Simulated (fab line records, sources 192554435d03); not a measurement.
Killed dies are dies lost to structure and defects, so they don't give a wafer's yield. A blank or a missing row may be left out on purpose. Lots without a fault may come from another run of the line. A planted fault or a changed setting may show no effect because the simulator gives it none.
One fault seen from 2 desks | flow n5_finfet | each desk has only its own numbers; what lay behind them comes last

THE METROLOGY DESK
What the gauges read, lot by lot, whatever tool the lot ran on: means of the sampled wafers that have a number. A lot is out of limits, marked OUT, if its mean lies more than 4 standard deviations from the usual mean; the brackets give that distance. Of its 12 readings 7 are shown: those that lie furthest out on some lot.
Columns: A = DIBL_N at N5_BEOL_M4_RC_MEAS_101, usual 36.4 mV/V; B = DIBL_P at N5_BEOL_M4_RC_MEAS_101, usual 35.9 mV/V; C = IOFF_P at N5_BEOL_M4_RC_MEAS_101, usual 0.20 nA/um; D = ION_N at N5_BEOL_M4_RC_MEAS_101, usual 670 uA/um; E = ION_P at N5_BEOL_M4_RC_MEAS_101, usual 459 uA/um; F = VT_N at N5_BEOL_M4_RC_MEAS_101, usual 251 mV; G = VT_P at N5_BEOL_M4_RC_MEAS_101, usual -252 mV
lot  | first seen here | A    | B    | C    | D   | E   | F   | G
L549 | day 4 18:38     | 39.1 | 37.5 | 0.25 | 686 | 470 | 248 | -247
L553 | day 5 21:07     | 34.7 | 36.6 | 0.21 | 674 | 462 | 249 | -253
L554 | day 6 01:45     | 35.9 | 36.1 | 0.17 | 673 | 458 | 253 | -255
L555 | day 6 08:45     | 36.7 | 34.3 | 0.19 | 677 | 462 | 251 | -254
L556 | day 6 13:06     | 38.2 | 39.1 | 0.21 | 681 | 461 | 249 | -253
L565 | day 8 15:25     | 35.2 | 35.5 | 0.18 | 644 | 452 | 259 | -253
L568 | day 9 11:57     | 36.6 | 36.5 | 0.19 | 661 | 449 | 251 | -252
L569 | day 9 14:59     | 35.4 | 35.5 | 0.20 | 667 | 458 | 254 | -252
This desk's finding: nothing out of limits on any of the 8 lots.

THE TOOL OWNER'S DESK: litho_track-05
The tool's own readings at N5_HKMG_FIN_COAT_30 (time 60 s, resist thk 35 nm): means of the sampled wafers that have a number, for each lot that ran on this tool. A lot is out of limits, marked OUT, if its mean lies more than 4 standard deviations from the usual mean; the brackets give that distance.
Columns: A = chill_plate_temp_C at N5_HKMG_FIN_COAT_30, usual 23.00 C; B = plate_temp_C at N5_HKMG_FIN_COAT_30, usual 220.01 C; C = spin_speed_rpm at N5_HKMG_FIN_COAT_30, usual 1500.2 rpm
lot  | first seen here | A     | B      | C
L549 | day 4 18:24     | 23.07 | 219.98 | 1500.2
L553 | day 5 20:45     | 23.02 | 220.01 | 1354.8 (-99 or more) OUT
L554 | day 6 01:31     | 22.94 | 220.06 | 1354.3 (-99 or more) OUT
L555 | day 6 08:23     | 23.11 | 220.05 | 1352.6 (-99 or more) OUT
This desk's finding: out of limits on L553, L554, L555; first on L553, day 5 20:45 (spin_speed_rpm at N5_HKMG_FIN_COAT_30). In limits: L549.

PUT TOGETHER
The tool owner's desk could have raised an alarm at day 5 20:45, on L553, L554, L555.
The metrology desk saw nothing out of limits.
The metrology desk has L553, L554, L555 on record, within its limits.
Of the lots named, all ran N5_HKMG_FIN_COAT_30 on litho_track-05.

WHAT THE SIMULATOR HAD PUT IN
Process parameter drift: litho_track-05, from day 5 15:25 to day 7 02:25, at N5_HKMG_FIN_COAT_30. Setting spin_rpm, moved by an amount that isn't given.
Lots struck among those shown: L553, L554, L555.
Hours from the fault's start to each desk's first reading out of limits: the tool owner's desk, 5.
